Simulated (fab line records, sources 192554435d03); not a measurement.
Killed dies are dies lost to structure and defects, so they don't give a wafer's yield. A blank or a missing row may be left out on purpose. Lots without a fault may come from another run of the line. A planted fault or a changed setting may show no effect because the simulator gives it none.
fab line records | flow n5_finfet
record lots=6 wafers=18 last_day=17
route steps=1938 shown BEOL_M10@1502 PASSIVATION@1936
lots that met no fault: from a run of the same line without faults
start_h: hours from the record's first day to the start of the lot's first wafer shown | wait_h: hours since the lot's step before | " the same as in the row above | L1.1+2: a row that stands for several wafers | - no value, or no start given | * or withheld: withheld | < > ~ a bound
route shown NAME@n: a module of which the file shows steps, and the number in the route of the first | usual: mean/standard deviation of fault-free wafers | same: alike in all rows | chamber/n: place in a boat | sites: the reading at each site | _std_site: their standard deviation | _edge_site: outer sites' mean less inner sites' | radius_mm: how far each site lies from the wafer's centre | mask NAME#n: copy n | behind: the tool/chamber that last shaped the wafer | hold: why the lot was held/for how many hours/how that ended | device: the transistor (n, p or np) that didn't switch | end of line: the same wafers' tests at the end of the route | a step without rows: its recipe alone | killed: dies lost to structure and defects at the first sort, not the wafer's yield | map: a wafer's dies, x killed, . not, _ none there
set.NAME: the setting as run; set.NAME@STEP: as run at that earlier step | model.NAME: the simulator's own value behind a step, which no gauge read
lots at some steps of the route; a table a step, a row a wafer
services: from which hour (start_h, from the record's first day; less than 0 if before it) a tool's chamber was out of use, for how many hours, and why
## steps
# step N5_BEOL_M10_CD_MEAS_28
# recipe target_cd_nm=70 landing_energy_ev=500 detector=se_inlens polarity=opening
# usual cd_nm=69.8/1.1
# columns lot.wafer tool chamber start_h wait_h cd_nm
L577.2 cd_sem-03 0 222.45 - 71.0
L577.3 " 0 " " 70.5
L577.5 " 0 " " 70.0
L582.1 cd_sem-02 0 248.83 - 67.7
L582.3 " 0 " " 68.0
L582.6 " 0 " " 66.9
L584.4 cd_sem-02 0 272.43 - 69.1
L584.5 " 0 " " 70.8
L584.6 " 0 " " 69.0
L594.1 cd_sem-02 0 319.05 - 72.7
L594.2 " 0 " " 71.0
L594.3 " 0 " " 71.1
L595.1 cd_sem-02 0 337.63 - 69.7
L595.5 " 0 " " 68.6
L595.6 " 0 " " 68.8
L598.2 cd_sem-03 0 354.58 - 70.2
L598.4 " 0 " " 69.5
L598.6 " 0 " " 71.0
# step N5_BEOL_M10_OVL_MEAS_29
# recipe points_per_wafer=44
# usual V9_OVL=0.1/0.68
# columns lot.wafer tool chamber start_h wait_h V9_OVL[nm]
L577.2 overlay-02 0 222.48 0.0 -0.9
L577.3 " 0 " " -0.5
L577.5 " 0 " " -0.8
L582.1 overlay-02 0 248.86 0.0 0.1
L582.3 " 0 " " 0.4
L582.6 " 0 " " 1.4
L584.4 overlay-01 0 272.46 0.0 0.5
L584.5 " 0 " " 1.4
L584.6 " 0 " " 1.0
L594.1 overlay-01 0 319.08 0.0 1.6
L594.2 " 0 " " 0.7
L594.3 " 0 " " 0.1
L595.1 overlay-01 0 337.66 0.0 -0.4
L595.5 " 0 " " -0.4
L595.6 " 0 " " -0.6
L598.2 overlay-01 0 354.61 0.0 0.0
L598.4 " 0 " " 0.3
L598.6 " 0 " " -0.7
# step N5_BEOL_M10_INSPECT_30
# recipe mode=adi inspect_instrument=brightfield
# usual raw_defect_count=431/100
# columns lot.wafer tool chamber start_h wait_h raw_defect_count
L577.2 defect_inspect-02 - 222.50 0.0 413
L577.3 " - " " 533
L577.5 " - " " 617
L582.1 defect_inspect-02 - 248.89 0.0 412
L582.3 " - " " 449
L582.6 " - " " 361
L584.4 defect_inspect-02 - 272.48 0.0 378
L584.5 " - " " 387
L584.6 " - " " 239
L594.1 defect_inspect-02 - 319.11 0.0 642
L594.2 " - " " 485
L594.3 " - " " 609
L595.1 defect_inspect-02 - 337.69 0.0 299
L595.5 " - " " 284
L595.6 " - " " 277
L598.2 defect_inspect-02 - 354.63 0.0 382
L598.4 " - " " 456
L598.6 " - " " 356
# step N5_BEOL_M10_DESCUM_33
# recipe chemistry=O2 time_s=7.9 source_power_w=50 bias_power_w=20 pressure_mtorr=20 rf_frequency_hz=2.712e+07 temp_c=40 resist=CAR-ArF o2_flow_sccm=225
# step N5_BEOL_M10_ETCH_65
# recipe chemistry=CF4 target=SiARC target_depth_a=390 mask_material=CAR-ArF time_s=65 ion_energy_ev=80 pressure_mtorr=40 source_w=545 bias_w=36 Ar_flow_sccm=100 cf4_flow_sccm=100 ends=cleared
# usual drypump_motor_current_A=5.5/0.5 etch_rf_on_time_s=65.0/1.7 oes_product_au=0.68/0.07 rf_vpp_V=184.0/1.3 showerhead_plenum_p_Torr=2.14/0.074 throttle_valve_pct=15.61/0.23
# columns lot.wafer tool chamber start_h wait_h drypump_motor_current_A etch_rf_on_time_s oes_product_au rf_hours_counter_h rf_vpp_V showerhead_plenum_p_Torr throttle_valve_pct
L577.2 rie_diel-03 2 222.71 0.0 5.7 66.5 0.59 227 182.6 2.05 15.89
L577.3 " 2 " " 5.7 66.3 0.59 - 184.4 2.05 15.91
L577.5 " 2 " " 5.7 66.4 0.59 - 183.4 2.05 15.90
L582.1 rie_diel-06 1 250.79 0.0 5.4 66.0 0.65 128 186.2 2.16 15.70
L582.3 " 2 " " 5.2 62.9 0.68 137 184.7 2.06 15.68
L582.6 " 2 " " 5.2 63.3 0.67 - 183.3 2.06 15.70
L584.4 rie_diel-01 1 273.29 0.0 5.8 65.0 0.76 38 183.1 2.10 15.46
L584.5 " 1 " " 5.7 65.6 0.75 - 182.9 2.10 15.42
L584.6 " 0 " " 5.6 65.2 0.59 - 185.0 2.10 15.91
L594.1 rie_diel-03 0 319.17 0.0 6.2 61.1 0.82 11 184.6 2.19 15.46
L594.2 " 3 " " 5.8 65.4 0.72 69 185.0 2.16 15.61
L594.3 " 1 " " 4.8 66.6 0.64 147 181.4 2.06 15.35
L595.1 rie_diel-03 3 338.09 0.0 5.8 66.3 0.71 75 184.2 2.16 15.62
L595.5 " 3 " " 5.7 65.5 0.71 - 185.4 2.16 15.61
L595.6 " 2 " " 5.8 64.5 0.79 - 185.2 2.29 15.46
L598.2 rie_diel-06 1 354.70 0.0 5.3 65.6 0.62 165 184.2 2.15 15.78
L598.4 " 2 " " 5.2 63.4 0.65 - 182.4 2.04 15.79
L598.6 " 1 " " 5.4 66.3 0.63 - 183.9 2.15 15.73
# step N5_BEOL_M10_ETCH_66
# recipe chemistry=N2/H2 target=SOC target_depth_a=1200 overetch_a=240 mask_material=SiARC temp_c=40 time_s=180 ion_energy_ev=200 pressure_mtorr=30 source_w=840 bias_w=150 n2_flow_sccm=200 h2_flow_sccm=200
# usual drypump_motor_current_A=5.5/0.51 oes_product_au=0.64/0.06 rf_vpp_V=523.9/2.6 showerhead_plenum_p_Torr=2.54/0.089 throttle_valve_pct=17.85/0.24
# columns lot.wafer tool chamber start_h wait_h drypump_motor_current_A oes_product_au rf_hours_counter_h rf_vpp_V showerhead_plenum_p_Torr throttle_valve_pct
L577.2 rie_diel-03 2 222.79 0.1 5.8 0.57 227 519.9 2.40 18.01
L577.3 " 2 " " 5.8 0.56 - 519.9 2.40 18.00
L577.5 " 2 " " 5.8 0.57 - 518.2 2.40 18.02
L582.1 rie_diel-06 1 250.84 0.0 5.4 0.62 128 524.9 2.54 17.76
L582.3 " 2 " " 5.2 0.62 137 521.0 2.45 18.05
L582.6 " 2 " " 5.2 0.62 - 520.7 2.45 18.07
L584.4 rie_diel-01 1 273.34 0.0 5.8 0.71 38 521.0 2.48 17.70
L584.5 " 1 " " 5.8 0.71 - 522.6 2.48 17.73
L584.6 " 0 " " 5.6 0.58 - 525.2 2.49 18.02
L594.1 rie_diel-03 0 319.22 0.0 6.2 0.75 11 524.8 2.61 17.77
L594.2 " 3 " " 5.8 0.69 69 525.3 2.56 17.75
L594.3 " 1 " " 4.9 0.62 147 521.5 2.43 17.48
L595.1 rie_diel-03 3 338.14 0.0 5.8 0.67 76 525.0 2.56 17.80
L595.5 " 3 " " 5.8 0.68 - 524.7 2.56 17.78
L595.6 " 2 " " 5.8 0.74 - 529.1 2.71 17.60
L598.2 rie_diel-06 1 354.75 0.0 5.3 0.60 165 522.2 2.52 17.81
L598.4 " 2 " " 5.2 0.61 - 521.2 2.44 18.14
L598.6 " 1 " " 5.4 0.60 - 523.4 2.52 17.82
# step N5_BEOL_M10_STRIP_69
# recipe chemistry=N2/H2 temp_c=40 n2_flow_sccm=200 h2_flow_sccm=200 rf_frequency_hz=6e+07
# step N5_BEOL_M10_VIA_ETCH_34
# recipe chemistry=C4F6/O2 target=SiCOH_lowk target_depth_a=1845 mask_material=SOC taper_deg=4 time_s=69.2 ion_energy_ev=250 pressure_mtorr=30 source_w=345 bias_w=185 Ar_flow_sccm=300 C4F6_flow_sccm=10 O2_flow_sccm=10
# step N5_BEOL_M10_STRIP_73
# recipe chemistry=C4F6/O2 resist=SiARC rf_frequency_hz=6e+07
# step N5_BEOL_M10_STRIP_36
# recipe chemistry=N2/H2 power_w=450 temp_c=40 pressure_mtorr=20 rf_frequency_hz=6e+07 overash_fraction=0.3 bias_power_w=7 h2_frac=0.5 n2_flow_sccm=200 h2_flow_sccm=200
# usual chamber_pressure_mTorr=20.00/0.043 drypump_motor_current_A=5.5/0.51 oes_product_au=0.80/0.079 power_w=450.0/1.4 rf_vpp_V=59.1/1.8 showerhead_plenum_p_Torr=2.53/0.089 throttle_valve_pct=23.73/0.27
# columns lot.wafer tool chamber start_h wait_h chamber_pressure_mTorr drypump_motor_current_A oes_product_au power_w rf_hours_counter_h rf_vpp_V showerhead_plenum_p_Torr throttle_valve_pct
L577.2 rie_diel-03 2 223.07 0.0 19.96 5.7 0.70 448.8 227 61.1 2.40 23.87
L577.3 " 2 " " 20.02 5.7 0.71 449.4 - 56.5 2.40 23.85
L577.5 " 2 " " 19.97 5.7 0.71 449.6 - 59.5 2.40 23.85
L582.1 rie_diel-06 1 251.03 0.0 20.03 5.4 0.77 450.3 128 60.2 2.53 23.56
L582.3 " 2 " " 20.04 5.2 0.77 448.7 137 54.5 2.45 23.97
L582.6 " 2 " " 20.00 5.2 0.77 451.1 - 58.0 2.45 23.91
L584.4 rie_diel-01 1 273.53 0.0 19.96 5.7 0.87 450.1 38 58.6 2.48 23.64
L584.5 " 1 " " 20.10 5.7 0.87 450.1 - 57.7 2.48 23.64
L584.6 " 0 " " 20.01 5.7 0.69 449.5 - 59.7 2.49 23.72
L594.1 rie_diel-03 0 319.41 0.0 19.94 6.3 0.94 448.3 11 59.5 2.60 23.80
L594.2 " 3 " " 20.07 5.8 0.87 449.1 69 57.4 2.56 23.55
L594.3 " 1 " " 19.94 4.9 0.75 449.8 147 58.2 2.43 23.23
L595.1 rie_diel-03 3 338.33 0.0 20.03 5.8 0.82 450.4 76 59.5 2.55 23.54
L595.5 " 3 " " 20.07 5.8 0.85 449.7 - 59.8 2.56 23.57
L595.6 " 2 " " 20.00 5.7 0.94 449.0 - 59.0 2.71 23.48
L598.2 rie_diel-06 1 354.94 0.0 20.03 5.3 0.74 450.8 165 62.2 2.52 23.60
L598.4 " 2 " " 19.96 5.2 0.76 450.8 - 60.9 2.44 23.96
L598.6 " 1 " " 19.96 5.4 0.75 449.5 - 57.6 2.52 23.64
# step N5_BEOL_M10_TRENCH_ETCH_37
# recipe chemistry=C4F6/O2 target_depth_a=1488.3 target=SiCOH_lowk time_s=48 ion_energy_ev=250 pressure_mtorr=30 source_w=345 bias_w=185 Ar_flow_sccm=300 C4F6_flow_sccm=10 O2_flow_sccm=10
# usual drypump_motor_current_A=5.5/0.5 oes_product_au=0.79/0.081 rf_vpp_V=667/8.9 showerhead_plenum_p_Torr=2.84/0.097 throttle_valve_pct=20.92/0.24
# columns lot.wafer tool chamber start_h wait_h drypump_motor_current_A oes_product_au rf_hours_counter_h rf_vpp_V showerhead_plenum_p_Torr throttle_valve_pct
L577.2 rie_diel-03 2 - - 5.8 0.69 227 667 2.72 21.20
L577.3 " 2 " " 5.7 0.69 - 668 2.72 21.19
L577.5 " 2 " " 5.7 0.69 - 669 2.72 21.19
L582.1 rie_diel-06 1 - - 5.4 0.77 128 679 2.87 21.04
L582.3 " 2 " " 5.2 0.78 137 673 2.73 21.01
L582.6 " 2 " " 5.2 0.78 - 674 2.73 21.03
L584.4 rie_diel-01 1 - - 5.7 0.87 38 650 2.78 20.77
L584.5 " 1 " " 5.7 0.88 - 651 2.78 20.77
L584.6 " 0 " " 5.6 0.70 - 668 2.79 21.10
L594.1 rie_diel-03 0 - - 6.3 0.96 11 666 2.90 20.85
L594.2 " 3 " " 5.8 0.85 69 668 2.88 20.95
L594.3 " 1 " " 4.8 0.75 147 663 2.75 20.74
L595.1 rie_diel-03 3 - - 5.8 0.84 76 669 2.87 20.96
L595.5 " 3 " " 5.8 0.83 - 671 2.87 20.96
L595.6 " 2 " " 5.7 0.92 - 679 3.04 20.82
L598.2 rie_diel-06 1 - - 5.4 0.73 165 676 2.86 21.09
L598.4 " 2 " " 5.2 0.76 - 673 2.72 21.07
L598.6 " 1 " " 5.4 0.74 - 678 2.86 21.08
# step N5_BEOL_M10_ETCH_41
# recipe chemistry=CH3F/O2 target=SiCN target_depth_a=426 taper_deg=2 time_s=86 ion_energy_ev=120 mask_material=TiN pressure_mtorr=30 source_w=395 bias_w=75 Ar_flow_sccm=150 CH3F_flow_sccm=30 O2_flow_sccm=20
# usual drypump_motor_current_A=5.5/0.51 oes_product_au=0.79/0.08 rf_vpp_V=297.2/1.6 showerhead_plenum_p_Torr=1.99/0.071 throttle_valve_pct=16.31/0.23
# columns lot.wafer tool chamber start_h wait_h drypump_motor_current_A oes_product_au rf_hours_counter_h rf_vpp_V showerhead_plenum_p_Torr throttle_valve_pct
L577.2 rie_diel-03 2 - - 5.8 0.69 227 294.9 1.90 16.59
L577.3 " 2 " " 5.8 0.69 - 294.7 1.90 16.59
L577.5 " 2 " " 5.8 0.69 - 296.0 1.90 16.58
L582.1 rie_diel-06 1 - - 5.4 0.77 128 298.4 2.02 16.39
L582.3 " 2 " " 5.2 0.78 137 297.0 1.92 16.42
L582.6 " 2 " " 5.2 0.78 - 294.9 1.92 16.43
L584.4 rie_diel-01 1 - - 5.7 0.87 38 296.5 1.95 16.12
L584.5 " 1 " " 5.8 0.87 - 296.4 1.95 16.14
L584.6 " 0 " " 5.7 0.70 - 295.7 1.96 16.59
L594.1 rie_diel-03 0 - - 6.3 0.95 11 298.8 2.04 16.15
L594.2 " 3 " " 5.8 0.85 69 299.2 2.02 16.33
L594.3 " 1 " " 4.8 0.75 147 296.7 1.93 16.11
L595.1 rie_diel-03 3 - - 5.8 0.84 76 296.9 2.02 16.33
L595.5 " 3 " " 5.7 0.85 - 299.0 2.02 16.34
L595.6 " 2 " " 5.8 0.92 - 298.4 2.14 16.14
L598.2 rie_diel-06 1 - - 5.4 0.74 165 296.7 2.01 16.47
L598.4 " 2 " " 5.2 0.75 - 295.8 1.91 16.49
L598.6 " 1 " " 5.4 0.74 - 298.0 2.01 16.46
# step N5_BEOL_M10_STRIP_77
# recipe chemistry=N2/H2 time_s=10 power_w=450 temp_c=40 pressure_mtorr=20 rf_frequency_hz=6e+07 bias_power_w=7 n2_flow_sccm=200 h2_flow_sccm=200
# usual chamber_pressure_mTorr=20.000/0.018 drypump_motor_current_A=5.5/0.51 oes_product_au=0.80/0.079 rf_vpp_V=59.2/0.98 showerhead_plenum_p_Torr=2.53/0.089 throttle_valve_pct=23.73/0.26
# columns lot.wafer tool chamber start_h wait_h chamber_pressure_mTorr drypump_motor_current_A oes_product_au rf_hours_counter_h rf_vpp_V showerhead_plenum_p_Torr throttle_valve_pct
L577.2 rie_diel-03 2 223.28 - 19.991 5.8 0.70 227 57.4 2.40 23.86
L577.3 " 2 " " 20.029 5.8 0.70 - 60.1 2.40 23.85
L577.5 " 2 " " 20.019 5.8 0.69 - 60.2 2.40 23.85
L582.1 rie_diel-06 1 251.17 - 20.007 5.4 0.77 128 60.3 2.54 23.57
L582.3 " 2 " " 20.013 5.2 0.78 137 59.5 2.45 23.95
L582.6 " 2 " " 20.009 5.2 0.77 - 57.5 2.45 23.94
L584.4 rie_diel-01 1 273.67 - 20.001 5.8 0.88 38 58.4 2.48 23.64
L584.5 " 1 " " 19.986 5.8 0.87 - 59.1 2.48 23.64
L584.6 " 0 " " 20.011 5.6 0.70 - 59.0 2.49 23.71
L594.1 rie_diel-03 0 319.55 - 14.003 6.3 0.94 11 60.6 2.60 23.80
L594.2 " 3 " " 14.003 5.8 0.85 69 59.5 2.56 23.55
L594.3 " 1 " " 13.968 4.8 0.74 147 58.9 2.43 23.22
L595.1 rie_diel-03 3 338.47 - 14.007 5.8 0.84 76 58.6 2.56 23.58
L595.5 " 3 " " 14.012 5.8 0.85 - 59.2 2.56 23.60
L595.6 " 2 " " 14.010 5.8 0.92 - 60.1 2.71 23.48
L598.2 rie_diel-06 1 355.08 - 20.025 5.4 0.75 165 59.5 2.52 23.63
L598.4 " 2 " " 20.018 5.2 0.75 - 56.7 2.44 23.99
L598.6 " 1 " " 20.021 5.4 0.74 - 58.3 2.52 23.60
# step N5_BEOL_M10_OCD_MEAS_38
# usual trench_depth_nm=148.7/2.9
# columns lot.wafer tool chamber start_h wait_h trench_depth_nm
L577.2 ocd-01 - 223.39 - 145.6
L577.3 " - " " 145.8
L577.5 " - " " 146.0
L582.1 ocd-02 - 251.25 - 150.1
L582.3 " - " " 149.8
L582.6 " - " " 149.7
L584.4 ocd-01 - 273.76 - 148.4
L584.5 " - " " 148.2
L584.6 " - " " 147.2
L594.1 ocd-02 - 319.63 - 156.9
L594.2 " - " " 151.4
L594.3 " - " " 145.5
L595.1 ocd-01 - 338.55 - 149.6
L595.5 " - " " 149.4
L595.6 " - " " 150.9
L598.2 ocd-02 - 355.16 - 148.2
L598.4 " - " " 152.2
L598.6 " - " " 147.8
# step N5_PASSIVATION_PROBE_49
# usual defect_limited_yield=91.3/1.5 killed_at_M0_to_M3=34/9.4 killed_at_M4_up=13/5.3 killed_at_contacts=13/5.7 killed_at_front_end=40/10 killed_at_other=3.7/2.8 killed_dies=103/17 killed_open=67/13 killed_short=35/8.5 sort_bin_5_function=5.0/0.98 sort_bin_6_memory=3.3/0.7 sort_n_pass=1077/17 sort_yield_pct=91.3/1.5
# same gross_dies=1180 killed_at_back_side=0 sort_bin_4_leakage[%]=0 sort_bin_8_speed[%]=0
# columns lot.wafer tool chamber start_h wait_h defect_limited_yield[%] killed_at_M0_to_M3 killed_at_M4_up killed_at_contacts killed_at_front_end killed_at_other killed_dies killed_open killed_short sort_bin_5_function[%] sort_bin_6_memory[%] sort_n_pass sort_yield_pct[%]
L577.2 prober-02 - 272.73 0.1 92.5 30 10 14 27 8 89 46 37 4.2 2.6 1091 92.5
L577.3 prober-02 - 272.78 0.1 93.1 30 5 13 32 1 81 43 38 3.4 3.0 1099 93.1
L577.5 prober-02 - 272.88 0.2 91.1 35 4 16 46 4 105 73 31 5.2 3.5 1075 91.1
L584.4 prober-01 - 331.44 0.2 94.0 25 6 9 28 3 71 44 27 3.7 2.2 1109 94.0
L584.5 prober-01 - 331.49 0.2 93.1 40 7 3 29 3 82 38 44 4.3 2.4 1098 93.1
L584.6 prober-01 - 331.54 0.3 93.6 26 14 4 25 7 76 44 32 3.9 2.2 1104 93.6
# killed by level:class
L577.2 MOL_CONTACT_COAG:geometric_particle:open=11 BEOL_M0_SAQP:geometric_particle:short=10 BEOL_M0_SAQP:geometric_particle:open=8 GATE_CUT:geometric_particle:short=5 HKMG_FIN:area_etch=5 GATE_CUT:geometric_particle:open=4 BEOL_M0:geometric_particle:short=4 BEOL_M5:geometric_particle:open=4
L577.3 MOL_CONTACT_COAG:geometric_particle:open=9 STI_FIN_REVEAL:geometric_particle:open=7 BEOL_M1:geometric_particle:short=6 GATE_CUT:geometric_particle:open=5 GATE_CUT:geometric_particle:short=5 BEOL_M0_SAQP:geometric_particle:short=5 BEOL_M0:geometric_particle:short=5 BEOL_M3:geometric_particle:open=5
L577.5 MOL_CONTACT_COAG:geometric_particle:open=13 FIN_SAQP:geometric_particle:open=12 GATE_CUT:geometric_particle:open=10 GATE_CUT:geometric_particle:short=7 BEOL_M0_SAQP:geometric_particle:open=7 BEOL_M0_SAQP:geometric_particle:short=6 BEOL_M2:geometric_particle:open=6 BEOL_M3:geometric_particle:open=6
L584.4 BEOL_M0_SAQP:geometric_particle:open=9 DUMMY_GATE:geometric_particle:open=6 MOL_CONTACT_COAG:geometric_particle:open=6 GATE_CUT:geometric_particle:short=5 BEOL_M0_SAQP:geometric_particle:short=5 FIN_SAQP:geometric_particle:short=4 ILD0:geometric_particle:open=3 MOL_CONTACT_COAG:geometric_particle:short=3
L584.5 BEOL_M0_SAQP:geometric_particle:open=13 BEOL_M0_SAQP:geometric_particle:short=11 ILD0:geometric_particle:short=8 FIN_SAQP:geometric_particle:short=5 BEOL_M1:geometric_particle:short=4 GATE_CUT:geometric_particle:short=3 BEOL_M1:geometric_particle:open=3 BEOL_M2:geometric_particle:open=3
L584.6 BEOL_M3:geometric_particle:open=8 STI_FIN_REVEAL:geometric_particle:open=5 BEOL_M2:geometric_particle:open=5 FIN_SAQP:geometric_particle:open=4 GATE_CUT:geometric_particle:short=4 BEOL_M0_SAQP:geometric_particle:short=4 BEOL_M1:geometric_particle:short=4 BEOL_M5:geometric_particle:short=4
## services
# columns tool chamber start_h hours kind
rie_diel-03 1 213.27 14.2 repair
rie_diel-03 0 218.88 6.2 repair
rie_diel-06 1 254.91 6.7 repair
rie_diel-06 3 258.08 2.7 repair
rie_diel-03 0 272.04 - clean
rie_diel-03 0 272.04 - consumable_replace:focus_ring
rie_diel-03 0 272.04 22.2 scheduled_down
rie_diel-03 0 272.04 22.2 vent_cycle
rie_diel-03 2 294.28 - clean
rie_diel-03 2 294.28 - consumable_replace:focus_ring
rie_diel-03 2 294.28 - consumable_replace:showerhead
rie_diel-03 2 294.28 25.3 scheduled_down
rie_diel-03 2 294.28 25.3 vent_cycle
rie_diel-01 0 299.89 - clean
rie_diel-01 0 299.89 - consumable_replace:focus_ring
rie_diel-01 0 299.89 15.7 scheduled_down
rie_diel-01 0 299.89 15.7 vent_cycle
rie_diel-06 2 336.84 9.5 repair
rie_diel-06 0 353.07 - clean
rie_diel-06 0 353.07 - consumable_replace:focus_ring
rie_diel-06 0 353.07 16.3 scheduled_down
rie_diel-06 0 353.07 16.3 vent_cycle
rie_diel-01 - 354.60 0.3 repair
## key
first_sign step=N5_BEOL_M10_STRIP_77 reading=chamber_pressure_mTorr direction=down sigmas=99+ usual=* struck=*
effect none on later readings
met_at N5_BEOL_M10_STRIP_77
struck_wafers L594.1,L594.2,L594.3,L595.1,L595.5,L595.6
onset_between 223.28 319.55
fault kind=process_parameter_drift tool=rie_diel-03 chamber=- onset_h=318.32 steps=N5_BEOL_M10_STRIP_77 channel=pressure_mtorr offset=* shape=step end_h=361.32 acts_in=* stated=*
